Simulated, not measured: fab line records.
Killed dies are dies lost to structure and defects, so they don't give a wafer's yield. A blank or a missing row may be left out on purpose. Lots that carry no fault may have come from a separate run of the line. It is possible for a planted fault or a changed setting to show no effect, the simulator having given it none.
fab line records	flow nandHarc
record: lots: 24	wafers: 72	lastDay: 33
route steps=1302 shown P_M2@336 P_BONDPAD@351 A_ONON_D1@449 A_CHANNEL_HOLE_D1@472
lots with no fault: from the same line, run without faults
startH: the number of hours between the record's first day and the start of the first shown wafer of the lot	waitH: hours from the lot's prior step to this one	" repeats the value in the row above	L1.1+2: a row that stands for several wafers	- either no value or no given start	* or withheld: withheld	< > ~ a bound
route shown NAME@n: names a module that has steps shown in the file, with the first one's number in the route	usual: average and standard deviation across the fault-free wafers	same: alike in all rows	chamber/n: place in a boat	sites: per-site readings	_std_site: their standard deviation	_edge_site: mean of outer sites minus mean of inner sites	radiusMm: for every site, how far away it sits from the centre of the wafer	mask NAME#n: copy n	behind: tool/chamber where the wafer was last shaped	hold: why the lot was held/for how many hours/how that ended	device: names the non-switching transistor (n, p or np)	end of line: tests of these same wafers at the route's end	where a step has no rows: the recipe by itself	killed: the dies lost at the first sort to structure and to defects; this is not the yield of the wafer	map: the dies of a wafer, with x for killed, . for not killed, _ for no die there
set.NAME: the setting the step ran with; set.NAME@STEP: the setting that earlier step ran with	model.NAME: the simulator's own value behind a step, which no gauge read
steps of the route over a sample of lots; a table a step, a row a wafer
services: a tool's chamber out of use, with start hour (startH, from the record's first day; less than 0 if before it), hours out, and reason
== steps ==
step: NHARC_P_M2_ETCH_28
recipe: targetDepthA: 300	overEtchFrac: 0.3	timeS: 72.99	ionEnergyEv: 150	cf4FlowSccm: 50	n2FlowSccm: 100	arFlowSccm: 150	rfW: 300	biasW: 100	chemistry: CF4/N2
usual: chamberPressureMTorr: 30.003/0.027	drypumpMotorCurrentA: 5.7/0.46	n2FlowSccm: 100.0/0.33	oesProductAu: 0.998/0.0083	rfVppV: 314.4/1.6	showerheadPlenumPTorr: 2.64/0.08	throttleValvePct: 19.794/0.0091
lot.wafer	tool	chamber	startH	waitH	chamberPressureMTorr	drypumpMotorCurrentA	n2FlowSccm	oesProductAu	rfHoursCounterH	rfVppV	showerheadPlenumPTorr	throttleValvePct
L074.1	rieDiel-09	2	-	-	30.021	6.1	100.6	1.005	9	315.2	2.69	19.803
L074.3	"	3	"	"	29.990	5.9	99.8	1.004	9	313.2	2.61	19.797
L074.5	"	1	"	"	29.980	5.3	99.7	0.993	-	312.7	2.59	19.795
L075.4	rieDiel-11	1	-	-	30.012	6.0	100.4	1.002	2	316.7	2.76	19.795
L075.2	"	2	"	"	29.957	5.6	100.3	1.004	2	314.5	2.67	19.799
L075.5	"	3	"	"	29.982	4.7	100.4	0.991	-	312.5	2.56	19.803
L076.4	rieDiel-11	2	-	-	30.028	5.6	100.1	1.002	2	314.9	2.67	19.804
L076.5	"	1	"	"	30.080	6.0	99.3	1.000	-	316.6	2.76	19.802
L076.6	"	2	"	"	30.019	5.6	99.4	0.999	-	315.5	2.67	19.790
L077.2	rieDiel-09	1	-	-	29.986	5.3	99.5	1.001	0	313.8	2.58	19.795
L077.3	"	2	"	"	29.959	6.2	100.0	0.994	0	315.9	2.69	19.784
L077.6	"	2	"	"	29.986	6.1	99.7	0.999	-	314.9	2.69	19.787
L078.1	rieDiel-05	1	-	-	30.003	6.5	100.4	0.989	7	313.1	2.48	19.808
L078.3	"	2	"	"	30.038	5.2	100.2	0.985	5	313.6	2.55	19.800
L078.6	"	1	"	"	30.002	6.5	100.3	0.998	-	312.1	2.48	19.778
L080.3	rieDiel-11	3	-	-	30.029	4.8	100.8	1.008	5	311.7	2.56	19.796
L080.5	"	0	"	"	30.012	6.2	99.3	1.018	-	316.3	2.72	19.797
L080.6	"	1	"	"	29.988	6.0	99.7	1.008	-	316.5	2.76	19.797
L079.4	rieDiel-05	0	-	-	29.996	5.0	100.3	0.993	8	312.6	2.65	19.799
L079.1	"	2	"	"	30.018	5.2	100.1	0.988	6	313.9	2.55	19.782
L079.2	"	3	"	"	30.022	5.7	100.5	1.003	7	313.3	2.63	19.778
L081.1	rieDiel-11	0	-	-	30.016	6.2	100.1	1.018	6	315.0	2.72	19.793
L081.4	"	1	"	"	30.036	6.0	100.0	1.000	-	316.9	2.76	19.785
L081.6	"	0	"	"	30.042	6.2	100.0	1.008	-	315.1	2.72	19.795
L082.1	rieDiel-09	2	-	-	30.038	6.1	100.2	1.003	4	314.6	2.69	19.779
L082.2	"	3	"	"	30.040	5.8	100.0	1.005	3	314.5	2.60	19.801
L082.5	"	1	"	"	29.980	5.3	99.5	1.005	-	314.3	2.58	19.801
L083.4	rieDiel-09	3	-	-	29.994	5.8	100.0	0.999	4	313.8	2.61	19.796
L083.1	"	0	"	"	30.013	5.9	99.6	0.984	4	316.2	2.76	19.792
L083.5	"	1	"	"	29.981	5.3	99.8	0.998	-	314.8	2.58	19.781
L084.1	rieDiel-09	1	-	-	30.041	5.3	100.6	1.004	5	313.0	2.58	19.797
L084.3	"	2	"	"	29.981	6.1	99.3	1.001	6	313.8	2.69	19.782
L084.6	"	3	"	"	30.015	5.9	100.1	0.997	-	314.8	2.60	19.781
L085.4	rieDiel-05	3	-	-	30.011	5.7	100.4	0.983	2	313.4	2.63	19.798
L085.1	"	1	"	"	29.986	6.4	99.5	0.994	1	311.1	2.48	19.792
L085.6	"	2	"	"	30.010	5.3	100.5	0.993	-	314.0	2.55	19.792
L086.2	rieDiel-05	1	-	-	29.960	6.5	99.9	1.007	1	313.4	2.48	19.787
L086.4	"	2	"	"	29.989	5.2	100.5	0.994	1	313.6	2.55	19.783
L086.6	"	1	"	"	30.021	6.5	99.9	0.993	-	311.9	2.48	19.786
L087.4	rieDiel-09	2	-	-	30.026	6.1	100.0	1.001	8	316.4	2.69	19.792
L087.1	"	3	"	"	30.022	5.8	100.1	0.996	7	313.1	2.60	19.792
L087.5	"	2	"	"	29.966	6.1	100.3	0.997	-	316.8	2.69	19.795
L089.2	rieDiel-05	3	-	-	30.025	5.7	100.1	0.986	3	314.1	2.62	19.800
L089.1	"	2	"	"	29.996	5.2	99.9	1.004	2	311.7	2.55	19.805
L089.4	"	3	"	"	29.976	5.7	99.5	0.982	-	313.6	2.62	19.789
L088.1	rieDiel-05	3	278.59	0.3	30.012	5.7	100.0	0.989	3	314.8	2.62	19.808
L088.4	"	3	"	"	30.043	5.7	99.8	0.989	-	316.3	2.62	19.783
L088.6	"	2	"	"	30.003	5.3	99.8	1.003	-	312.6	2.55	19.794
L090.2	rieDiel-09	3	-	-	29.998	5.9	99.8	1.007	9	312.3	2.60	19.801
L090.3	"	0	"	"	29.986	6.0	100.5	0.998	9	316.7	2.76	19.786
L090.5	"	0	"	"	30.013	6.0	100.7	1.005	-	317.5	2.76	19.770
L091.4	rieDiel-05	2	-	-	30.000	5.2	100.2	1.002	4	312.9	2.55	19.789
L091.6	"	3	"	"	30.004	5.7	100.0	0.991	-	312.5	2.62	19.790
L091.5	"	0	"	"	30.038	5.0	100.1	0.985	-	313.3	2.65	19.793
L092.2	rieDiel-09	3	-	-	29.993	5.8	99.9	0.989	12	313.5	2.60	19.789
L092.3	"	0	"	"	30.014	5.9	100.1	0.999	11	317.9	2.76	19.784
L092.5	"	0	"	"	29.993	6.0	100.0	0.996	-	316.1	2.76	19.778
L093.1	rieDiel-09	2	-	-	29.980	6.1	99.9	1.003	12	315.3	2.69	19.794
L093.4	"	0	"	"	30.046	6.0	100.0	0.994	11	316.3	2.76	19.791
L093.6	"	2	"	"	30.071	6.1	99.6	1.005	-	314.4	2.69	19.794
L094.3	rieDiel-09	2	-	-	30.042	6.2	100.3	0.988	0	314.8	2.69	19.793
L094.2	"	0	"	"	30.005	5.9	100.1	1.003	0	317.0	2.76	19.805
L094.5	"	3	"	"	29.988	5.8	99.7	0.997	-	314.1	2.60	19.782
L095.1	rieDiel-11	2	-	-	30.026	5.6	100.0	0.979	3	315.7	2.67	19.784
L095.3	"	3	"	"	30.006	4.8	100.0	0.984	3	313.7	2.56	19.798
L095.6	"	3	"	"	29.990	4.7	100.2	0.991	-	314.6	2.56	19.813
L096.2	rieDiel-09	3	-	-	30.014	5.8	100.2	0.987	1	314.2	2.60	19.805
L096.5	"	2	"	"	29.993	6.1	100.0	0.992	-	314.8	2.69	19.804
L096.6	"	1	"	"	29.992	5.3	99.9	1.009	-	314.0	2.58	19.799
L097.4	rieDiel-11	0	-	-	30.020	6.2	100.0	1.001	4	316.4	2.72	19.801
L097.1	"	1	"	"	30.005	6.0	100.3	1.007	5	316.2	2.75	19.793
L097.2	"	3	"	"	30.048	4.7	99.7	0.975	4	313.0	2.56	19.794
step: NHARC_P_M2_DEGAS_29
recipe: tempC: 250	timeS: 60
usual: heaterPowerW: 338/29
lot.wafer	tool	chamber	startH	waitH	heaterPowerW
L074.1	pvdSputter-02	-	126.64	-	357
L074.3	"	-	"	"	353
L074.5	"	-	"	"	351
L075.2	pvdSputter-01	-	141.75	-	345
L075.4	"	-	"	"	287
L075.5	"	-	"	"	348
L076.4	pvdSputter-01	-	146.24	-	393
L076.5	"	-	"	"	283
L076.6	"	-	"	"	351
L077.3	pvdSputter-03	-	160.12	-	289
L077.2	"	-	"	"	378
L077.6	"	-	"	"	285
L078.1	pvdSputter-02	-	175.52	-	344
L078.3	"	-	"	"	353
L078.6	"	-	"	"	327
L080.3	pvdSputter-02	-	187.98	-	362
L080.6	"	-	"	"	357
L080.5	"	-	"	"	363
L079.2	pvdSputter-01	-	189.22	-	347
L079.4	"	-	"	"	394
L079.1	"	-	"	"	281
L081.4	pvdSputter-02	-	199.59	-	342
L081.1	"	-	"	"	330
L081.6	"	-	"	"	342
L082.1	pvdSputter-02	-	216.88	-	351
L082.2	"	-	"	"	357
L082.5	"	-	"	"	340
L083.1	pvdSputter-02	-	224.22	-	338
L083.4	"	-	"	"	352
L083.5	"	-	"	"	333
L084.1	pvdSputter-03	-	235.08	-	325
L084.3	"	-	"	"	287
L084.6	"	-	"	"	330
L085.1	pvdSputter-02	-	252.83	-	335
L085.4	"	-	"	"	349
L085.6	"	-	"	"	368
L086.4	pvdSputter-01	-	254.30	-	309
L086.2	"	-	"	"	379
L086.6	"	-	"	"	350
L087.1	pvdSputter-01	-	259.21	-	307
L087.4	"	-	"	"	307
L087.5	"	-	"	"	301
L089.2	pvdSputter-01	-	276.46	-	303
L089.1	"	-	"	"	372
L089.4	"	-	"	"	340
L088.4	pvdSputter-02	-	279.02	-	360
L088.1	"	-	"	"	342
L088.6	"	-	"	"	357
L090.2	pvdSputter-03	-	293.44	-	298
L090.3	"	-	"	"	353
L090.5	"	-	"	"	331
L091.4	pvdSputter-02	-	300.45	-	368
L091.5	"	-	"	"	334
L091.6	"	-	"	"	339
L092.2	pvdSputter-02	-	312.96	-	380
L092.3	"	-	"	"	332
L092.5	"	-	"	"	374
L093.4	pvdSputter-01	-	316.83	-	385
L093.1	"	-	"	"	341
L093.6	"	-	"	"	300
L094.2	pvdSputter-03	-	334.50	-	343
L094.3	"	-	"	"	293
L094.5	"	-	"	"	287
L095.1	pvdSputter-02	-	335.14	-	333
L095.3	"	-	"	"	359
L095.6	"	-	"	"	329
L096.2	pvdSputter-01	-	350.01	-	316
L096.5	"	-	"	"	310
L096.6	"	-	"	"	382
L097.4	pvdSputter-02	-	357.98	-	341
L097.2	"	-	"	"	363
L097.1	"	-	"	"	377
step: NHARC_P_BONDPAD_DEP_00
recipe: targetThkA: 2500	tempC: 370	targetThkNm: 250	pressureTorr: 3	flowSccm: 200	rfW: 450	material: SiCN
usual: heaterPowerW: 553/81
lot.wafer	tool	chamber	startH	waitH	heaterPowerW
L074.3	pecvd-01	2	128.90	-	578
L074.1	"	0	"	"	618
L074.5	"	0	"	"	635
L075.2	pecvd-03	0	143.91	-	481
L075.4	"	2	"	"	491
L075.5	"	1	"	"	657
L076.5	pecvd-01	2	148.68	-	610
L076.4	"	0	"	"	665
L076.6	"	1	"	"	613
L077.2	pecvd-02	2	162.25	-	421
L077.3	"	0	"	"	480
L077.6	"	1	"	"	467
L078.3	pecvd-01	0	177.66	-	641
L078.1	"	1	"	"	628
L078.6	"	2	"	"	578
L080.3	pecvd-02	1	-	-	407
L080.6	"	0	"	"	548
L080.5	"	2	"	"	441
L079.2	pecvd-02	2	-	-	479
L079.1	"	0	"	"	543
L079.4	"	2	"	"	488
L081.1	pecvd-01	1	201.72	-	642
L081.6	"	1	"	"	678
L081.4	"	0	"	"	627
L082.1	pecvd-01	2	219.03	-	605
L082.2	"	0	"	"	594
L082.5	"	0	"	"	606
L083.1	pecvd-02	0	226.42	-	527
L083.5	"	2	"	"	492
L083.4	"	0	"	"	533
L084.1	pecvd-03	0	237.33	0.4	502
L084.3	"	1	"	"	569
L084.6	"	1	"	"	598
L085.1	pecvd-03	1	254.94	-	670
L085.6	"	1	"	"	680
L085.4	"	2	"	"	516
L086.2	pecvd-03	2	256.53	-	500
L086.6	"	1	"	"	670
L086.4	"	2	"	"	507
L087.1	pecvd-02	0	261.37	-	509
L087.5	"	1	"	"	500
L087.4	"	2	"	"	522
L089.2	pecvd-03	0	-	-	484
L089.1	"	2	"	"	507
L089.4	"	1	"	"	729
L088.1	pecvd-01	1	281.22	-	603
L088.4	"	0	"	"	627
L088.6	"	1	"	"	601
L090.3	pecvd-03	2	295.57	-	529
L090.2	"	0	"	"	449
L090.5	"	0	"	"	475
L091.6	pecvd-02	2	302.91	-	528
L091.5	"	0	"	"	526
L091.4	"	1	"	"	515
L092.3	pecvd-03	1	-	-	689
L092.2	"	2	"	"	418
L092.5	"	2	"	"	442
L093.1	pecvd-02	1	318.96	-	506
L093.6	"	2	"	"	548
L093.4	"	0	"	"	520
L094.3	pecvd-03	2	-	-	500
L094.2	"	1	"	"	635
L094.5	"	0	"	"	496
L095.3	pecvd-01	2	-	-	606
L095.1	"	1	"	"	627
L095.6	"	1	"	"	649
L096.2	pecvd-02	2	352.18	-	507
L096.6	"	2	"	"	526
L096.5	"	0	"	"	527
L097.1	pecvd-03	1	360.27	-	703
L097.2	"	2	"	"	514
L097.4	"	2	"	"	407
step: NHARC_P_BONDPAD_PRE_CLEAN_26
recipe: timeS: 30	tempC: 280	gas: H2/He
usual: heaterPowerW: 406/39
lot.wafer	tool	chamber	startH	waitH	heaterPowerW
L074.1	pvdSputter-03	-	-	-	451
L074.3	"	-	"	"	365
L074.5	"	-	"	"	458
L075.4	pvdSputter-03	-	-	-	451
L075.2	"	-	"	"	419
L075.5	"	-	"	"	367
L076.4	pvdSputter-03	-	-	-	363
L076.6	"	-	"	"	361
L076.5	"	-	"	"	463
L077.3	pvdSputter-02	-	-	-	412
L077.2	"	-	"	"	423
L077.6	"	-	"	"	421
L078.1	pvdSputter-01	-	-	-	354
L078.3	"	-	"	"	421
L078.6	"	-	"	"	360
L080.3	pvdSputter-01	-	-	-	427
L080.5	"	-	"	"	354
L080.6	"	-	"	"	432
L079.4	pvdSputter-03	-	-	-	422
L079.2	"	-	"	"	403
L079.1	"	-	"	"	343
L081.4	pvdSputter-01	-	-	-	356
L081.1	"	-	"	"	429
L081.6	"	-	"	"	352
L082.2	pvdSputter-03	-	-	-	358
L082.1	"	-	"	"	358
L082.5	"	-	"	"	363
L083.4	pvdSputter-03	-	-	-	357
L083.1	"	-	"	"	434
L083.5	"	-	"	"	397
L084.3	pvdSputter-03	-	-	-	355
L084.1	"	-	"	"	364
L084.6	"	-	"	"	429
L085.1	pvdSputter-01	-	-	-	376
L085.4	"	-	"	"	462
L085.6	"	-	"	"	422
L086.4	pvdSputter-02	-	-	-	433
L086.2	"	-	"	"	418
L086.6	"	-	"	"	439
L087.1	pvdSputter-02	-	-	-	419
L087.4	"	-	"	"	433
L087.5	"	-	"	"	431
L089.4	pvdSputter-03	-	-	-	360
L089.1	"	-	"	"	401
L089.2	"	-	"	"	347
L088.1	pvdSputter-01	-	-	-	471
L088.4	"	-	"	"	420
L088.6	"	-	"	"	372
L090.3	pvdSputter-01	-	-	-	364
L090.2	"	-	"	"	419
L090.5	"	-	"	"	424
L091.4	pvdSputter-03	-	-	-	434
L091.5	"	-	"	"	397
L091.6	"	-	"	"	348
L092.3	pvdSputter-02	-	-	-	451
L092.2	"	-	"	"	411
L092.5	"	-	"	"	409
L093.1	pvdSputter-02	-	-	-	450
L093.4	"	-	"	"	446
L093.6	"	-	"	"	455
L094.2	pvdSputter-03	-	-	-	389
L094.3	"	-	"	"	350
L094.5	"	-	"	"	392
L095.1	pvdSputter-02	-	-	-	422
L095.3	"	-	"	"	460
L095.6	"	-	"	"	450
L096.2	pvdSputter-01	-	-	-	372
L096.5	"	-	"	"	363
L096.6	"	-	"	"	418
L097.1	pvdSputter-02	-	-	-	456
L097.2	"	-	"	"	460
L097.4	"	-	"	"	419
step: NHARC_A_ONON_D1_INSPECT_32
usual: rawDefectCount: 74/25
lot.wafer	tool	chamber	startH	waitH	rawDefectCount
L074.1	defectInspect-01	-	169.63	0.0	58
L074.3	"	-	"	"	53
L074.5	"	-	"	"	45
L075.2	defectInspect-02	-	183.75	0.0	77
L075.4	"	-	"	"	64
L075.5	"	-	"	"	99
L076.4	defectInspect-02	-	193.22	0.0	66
L076.5	"	-	"	"	62
L076.6	"	-	"	"	60
L077.2	defectInspect-02	-	202.43	0.0	78
L077.3	"	-	"	"	62
L077.6	"	-	"	"	92
L078.1	defectInspect-02	-	219.93	0.0	101
L078.3	"	-	"	"	90
L078.6	"	-	"	"	131
L080.3	defectInspect-01	-	233.42	0.0	48
L080.5	"	-	"	"	29
L080.6	"	-	"	"	34
L079.1	defectInspect-02	-	233.42	0.0	114
L079.2	"	-	"	"	63
L079.4	"	-	"	"	87
L081.1	defectInspect-02	-	243.19	0.0	91
L081.4	"	-	"	"	55
L081.6	"	-	"	"	109
L082.1	defectInspect-01	-	259.81	0.0	112
L082.2	"	-	"	"	64
L082.5	"	-	"	"	42
L083.1	defectInspect-01	-	268.67	0.0	122
L083.4	"	-	"	"	102
L083.5	"	-	"	"	88
L084.1	defectInspect-01	-	278.46	0.0	80
L084.3	"	-	"	"	60
L084.6	"	-	"	"	85
L086.2	defectInspect-01	-	294.90	0.0	60
L086.4	"	-	"	"	67
L086.6	"	-	"	"	51
L085.1	defectInspect-02	-	294.91	0.0	32
L085.4	"	-	"	"	62
L085.6	"	-	"	"	57
L087.1	defectInspect-02	-	305.41	0.0	58
L087.4	"	-	"	"	72
L087.5	"	-	"	"	77
L088.1	defectInspect-01	-	324.69	0.0	54
L088.4	"	-	"	"	83
L088.6	"	-	"	"	47
L089.1	defectInspect-02	-	324.94	0.0	64
L089.2	"	-	"	"	75
L089.4	"	-	"	"	56
L090.2	defectInspect-01	-	336.51	0.0	64
L090.3	"	-	"	"	52
L090.5	"	-	"	"	66
L091.4	defectInspect-01	-	345.93	0.0	123
L091.5	"	-	"	"	126
L091.6	"	-	"	"	106
L092.2	defectInspect-02	-	355.67	0.0	65
L092.3	"	-	"	"	88
L092.5	"	-	"	"	65
L093.1	defectInspect-02	-	359.44	0.0	74
L093.4	"	-	"	"	87
L093.6	"	-	"	"	84
L094.2	defectInspect-01	-	388.11	3.8	52
L094.3	"	-	"	"	53
L094.5	"	-	"	"	48
L095.1	defectInspect-01	-	388.12	3.8	118
L095.3	"	-	"	"	106
L095.6	"	-	"	"	68
L097.1	defectInspect-01	-	405.85	0.0	38
L097.2	"	-	"	"	84
L097.4	"	-	"	"	72
L096.2	defectInspect-02	-	405.86	0.0	78
L096.5	"	-	"	"	83
L096.6	"	-	"	"	42
step: NHARC_A_CHANNEL_HOLE_D1_ETCH_20
recipe: biasV: 3000	sourceW: withheld	pressureMtorr: 20	timeS: 361.9	arFlowSccm: 375	c4f8FlowSccm: 89.3	o2FlowSccm: 35.7	tempC: -20	targetDepthA: 16000	chemistry: C4F8/O2/Ar
usual: c4f8FlowSccm: 89.29/0.29	chamberPressureMTorr: 19.997/0.02	drypumpMotorCurrentA: 5.9/0.68	showerheadPlenumPTorr: 3.64/0.11	throttleValvePct: 32.155/0.0095
lot.wafer	tool	chamber	startH	waitH	c4f8FlowSccm	chamberPressureMTorr	drypumpMotorCurrentA	rfHoursCounterH	showerheadPlenumPTorr	throttleValvePct
L074.1	harEtch-01	0	173.87	0.1	89.54	19.989	6.3	76	3.74	32.141
L074.3	"	0	"	"	89.56	19.970	6.3	-	3.74	32.161
L074.5	"	1	"	"	89.42	19.981	4.8	-	3.71	32.155
L075.2	harEtch-01	0	189.76	0.1	89.17	20.025	6.3	84	3.74	32.148
L075.4	"	0	"	"	89.50	19.993	6.3	-	3.74	32.154
L075.5	"	0	"	"	89.39	19.977	6.3	-	3.74	32.152
L076.4	harEtch-02	1	198.94	0.2	88.76	20.037	6.4	-	3.46	32.153
L076.5	"	1	"	"	89.42	20.006	6.3	-	3.46	32.155
L076.6	"	0	"	"	89.22	20.013	6.4	-	3.68	32.164
L077.2	harEtch-01	0	206.75	0.1	89.71	19.985	6.3	95	3.73	32.167
L077.3	"	1	"	"	89.25	20.033	4.8	-	3.70	32.182
L077.6	"	0	"	"	89.04	20.012	6.3	-	3.73	32.162
L078.1	harEtch-01	0	224.24	0.1	89.40	19.976	6.3	103	3.73	32.150
L078.3	"	1	"	"	89.51	20.017	4.8	-	3.69	32.154
L078.6	"	0	"	"	89.51	20.013	6.3	-	3.73	32.145
L080.3	harEtch-02	0	237.79	0.2	89.24	19.977	6.4	-	3.67	32.159
L080.5	"	0	"	"	89.58	20.024	6.4	-	3.67	32.155
L080.6	"	1	"	"	88.78	19.991	6.4	-	3.45	32.153
L079.1	harEtch-01	1	240.09	0.1	89.03	19.991	4.8	114	3.69	32.148
L079.2	"	0	"	"	89.55	19.994	6.3	114	3.72	32.156
L079.4	"	1	"	"	89.52	19.964	4.9	-	3.69	32.141
L081.1	harEtch-02	1	247.36	0.1	88.81	19.992	6.4	337	3.45	32.167
L081.4	"	0	"	"	89.10	19.984	6.4	-	3.67	32.169
L081.6	"	1	"	"	88.77	19.997	6.4	-	3.45	32.145
L082.2	harEtch-02	0	268.12	0.1	89.38	20.021	6.4	348	3.66	32.155
L082.1	"	1	"	"	89.18	19.983	6.4	348	3.44	32.155
L082.5	"	1	"	"	89.01	19.989	6.4	-	3.45	32.135
L083.1	harEtch-02	0	274.39	0.1	89.89	19.972	6.4	352	3.66	32.161
L083.4	"	0	"	"	89.27	19.975	6.4	-	3.66	32.150
L083.5	"	0	"	"	89.53	19.991	6.4	-	3.66	32.163
L084.1	harEtch-01	0	286.94	0.1	89.47	19.997	6.3	141	3.71	32.153
L084.3	"	1	"	"	89.26	20.007	4.8	-	3.67	32.152
L084.6	"	1	"	"	89.62	19.990	4.8	-	3.67	32.157
L086.2	harEtch-02	1	300.00	0.1	89.08	20.026	6.3	367	3.43	32.154
L086.4	"	1	"	"	89.20	20.006	6.4	-	3.43	32.157
L086.6	"	0	"	"	89.33	20.010	6.4	-	3.65	32.165
L085.1	harEtch-01	0	302.43	0.1	89.05	19.968	6.3	148	3.70	32.147
L085.4	"	1	"	"	89.13	19.965	4.9	-	3.67	32.156
L085.6	"	1	"	"	89.60	19.991	4.8	-	3.67	32.159
L087.1	harEtch-02	0	311.96	0.1	89.11	20.016	6.4	375	3.65	32.148
L087.4	"	1	"	"	89.07	20.032	6.4	-	3.43	32.148
L087.5	"	0	"	"	89.26	20.030	6.4	-	3.65	32.167
L088.1	harEtch-01	0	328.91	0.1	89.45	20.027	6.3	164	3.69	32.146
L088.4	"	1	"	"	89.30	19.973	4.8	-	3.66	32.155
L088.6	"	0	"	"	88.92	20.014	6.3	-	3.69	32.167
L089.2	harEtch-02	0	329.21	0.1	89.63	20.016	6.4	386	3.64	32.160
L089.1	"	1	"	"	89.64	20.032	6.4	386	3.42	32.169
L089.4	"	1	"	"	89.11	19.989	6.4	-	3.43	32.154
L090.2	harEtch-01	1	341.56	0.1	89.77	19.997	4.8	171	3.66	32.152
L090.3	"	0	"	"	89.73	19.985	6.3	-	3.69	32.156
L090.5	"	0	"	"	89.52	19.968	6.3	-	3.69	32.161
L091.4	harEtch-01	0	354.04	0.2	89.48	19.967	6.3	-	3.68	32.136
L091.6	"	0	"	"	89.31	20.039	6.3	-	3.68	32.162
L091.5	"	1	"	"	89.20	20.010	4.8	-	3.65	32.157
L092.2	harEtch-01	0	359.94	0.1	88.94	20.021	6.3	183	3.68	32.152
L092.3	"	0	"	"	88.80	19.990	6.3	-	3.68	32.156
L092.5	"	0	"	"	88.93	19.976	6.3	-	3.68	32.151
L093.1	harEtch-02	1	365.53	0.1	89.41	19.993	6.4	405	3.42	32.153
L093.4	"	1	"	"	89.36	19.985	6.4	-	3.42	32.161
L093.6	"	0	"	"	89.14	19.970	6.4	-	3.63	32.164
L094.2	harEtch-01	1	397.39	0.1	89.51	19.987	4.9	198	3.64	32.166
L094.3	"	1	"	"	89.84	20.010	4.9	-	3.64	32.155
L094.5	"	1	"	"	89.28	19.985	4.8	-	3.64	32.165
L095.1	harEtch-02	0	398.33	0.1	89.31	20.015	6.4	4	3.62	32.160
L095.3	"	0	"	"	89.30	19.967	6.4	-	3.62	32.173
L095.6	"	0	"	"	89.28	20.028	6.4	-	3.62	32.160
L097.2	harEtch-01	0	411.25	0.1	89.79	19.994	6.3	210	3.67	32.152
L097.1	"	1	"	"	89.30	19.992	4.8	210	3.63	32.155
L097.4	"	1	"	"	89.12	20.012	4.9	-	3.64	32.148
L096.2	harEtch-02	0	415.31	0.1	89.12	19.989	6.4	16	3.62	32.146
L096.6	"	1	"	"	89.33	20.006	6.4	-	3.92	32.161
L096.5	"	0	"	"	89.12	20.021	6.4	-	3.62	32.151
== services ==
tool	chamber	startH	hours	kind
pvdSputter-02	-	104.00	10.0	pm
rieDiel-09	3	111.73	2.7	repair
rieDiel-09	0	119.60	4.2	repair
harEtch-01	-	140.56	0.6	repair
rieDiel-09	-	143.10	9.0	pm
pvdSputter-02	-	143.23	6.6	repair
pvdSputter-03	-	170.04	10.0	pm
pecvd-03	-	185.33	13.0	pm
pvdSputter-03	-	210.11	8.5	repair
pvdSputter-01	-	211.54	29.8	repair
pvdSputter-02	-	230.89	10.5	repair
pecvd-03	2	232.09	20.8	repair
pvdSputter-01	-	241.35	10.0	pm
rieDiel-09	3	271.37	3.9	repair
pvdSputter-03	-	277.93	1.9	repair
pvdSputter-02	-	282.00	10.0	pm
rieDiel-09	-	320.10	9.0	pm
rieDiel-09	0	347.62	5.8	repair
pvdSputter-03	-	348.04	10.0	pm
harEtch-02	-	377.00	17.0	pm
rieDiel-09	0	383.05	4.4	repair
pvdSputter-03	-	387.17	2.7	repair
pvdSputter-02	-	390.09	1.3	repair
pvdSputter-01	-	400.93	2.4	repair
== key ==
fault none
